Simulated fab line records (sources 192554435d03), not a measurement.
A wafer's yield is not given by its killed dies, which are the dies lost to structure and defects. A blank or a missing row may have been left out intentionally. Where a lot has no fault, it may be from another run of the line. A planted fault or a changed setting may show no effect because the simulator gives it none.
Which tool is to blame? | flow n5_finfet | Sampling: 12 lots, 36 wafers, 3 of 1938 route steps

## WHAT THE GAUGES SHOWED, per wafer
N5_WELL_APT_CD_MEAS_08: the cd target is 200 nm.
lot  | measured    | on        | cd_nm (nm)
L075 | day 2 01:41 | cd_sem-02 | 198.2 199.7 200.8
L077 | day 2 07:52 | cd_sem-02 | 199.6 202.2 202.6
L079 | day 2 19:51 | cd_sem-01 | 198.0 199.6 197.6
L081 | day 3 07:45 | cd_sem-03 | 200.6 199.7 198.7
L083 | day 3 19:34 | cd_sem-01 | 199.6 199.5 199.3
L085 | day 4 07:34 | cd_sem-01 | 202.8 201.1 200.3
L087 | day 4 19:34 | cd_sem-01 | 197.6 198.7 199.9
L089 | day 5 07:37 | cd_sem-03 | 197.4 199.1 196.9
L091 | day 5 19:34 | cd_sem-02 | 196.4 197.1 200.3
L093 | day 6 07:39 | cd_sem-03 | 201.0 203.9 202.7
L095 | day 6 19:57 | cd_sem-01 | 200.3 202.1 203.4
L097 | day 7 10:40 | cd_sem-03 | 198.4 198.4 203.5

## WHICH TOOL RAN EACH LOT (tool, then ch and the chambers of the sampled wafers, then the start)
lot  | N5_ZERO_LAYER_PECVD_02       | N5_ZERO_LAYER_STRIP_24
L075 | pecvd-02 ch 0,2, day 1 18:17 | plasma_asher-01 ch 0,1, day 1 19:01
L077 | pecvd-01 ch 0,1, day 2 06:17 | plasma_asher-02 ch 0,1, day 2 07:12
L079 | pecvd-01 ch 0,1, day 2 18:17 | plasma_asher-02 ch 0,1, day 2 19:10
L081 | pecvd-02 ch 0,2, day 3 06:17 | plasma_asher-02 ch 1, day 3 06:53
L083 | pecvd-01 ch 0,2, day 3 18:17 | plasma_asher-02 ch 0,1, day 3 18:53
L085 | pecvd-01 ch 0,2, day 4 06:17 | plasma_asher-02 ch 0,1, day 4 06:53
L087 | pecvd-03 ch 1,2, day 4 18:17 | plasma_asher-02 ch 0,1, day 4 18:53
L089 | pecvd-02 ch 1,2, day 5 06:18 | plasma_asher-02 ch 0,1, day 5 06:56
L091 | pecvd-03 ch 0,2, day 5 18:17 | plasma_asher-02 ch 0,1, day 5 18:55
L093 | pecvd-03 ch 0,2, day 6 06:17 | plasma_asher-01 ch 0,1, day 6 06:58
L095 | pecvd-01 ch 1,2, day 6 18:18 | plasma_asher-01 ch 0,1, day 6 19:15
L097 | pecvd-01 ch 0,1, day 7 06:17 | plasma_asher-02 ch 0,1, day 7 10:00
- N5_ZERO_LAYER_PECVD_02: deposits SiO2 from SiH4/N2O, target thk 10 nm, time 6 s.
- N5_ZERO_LAYER_STRIP_24: strips in O2.

## THE ANSWER, worked out from the rows above alone
Rule: the lots themselves supply what counts as usual. The widest of any qualifying gaps counts: lots, ordered by their means at a reading, are off when they make up no more than a third of the lots, leave a main group of 4 or more, and stand apart from it by 3 or more times the standard deviation of that group's means. A main group is skipped when, at the precision printed for the reading in the tables above, its means are all equal. A lot without any number at a reading at which 4 lots or more have one is off too. Where the step has rows for the other lots, those lots are counted as sound.
No lot is off on any of the readings shown, so nothing can be concluded from this.

## WHAT THE SIMULATOR HAD PUT IN
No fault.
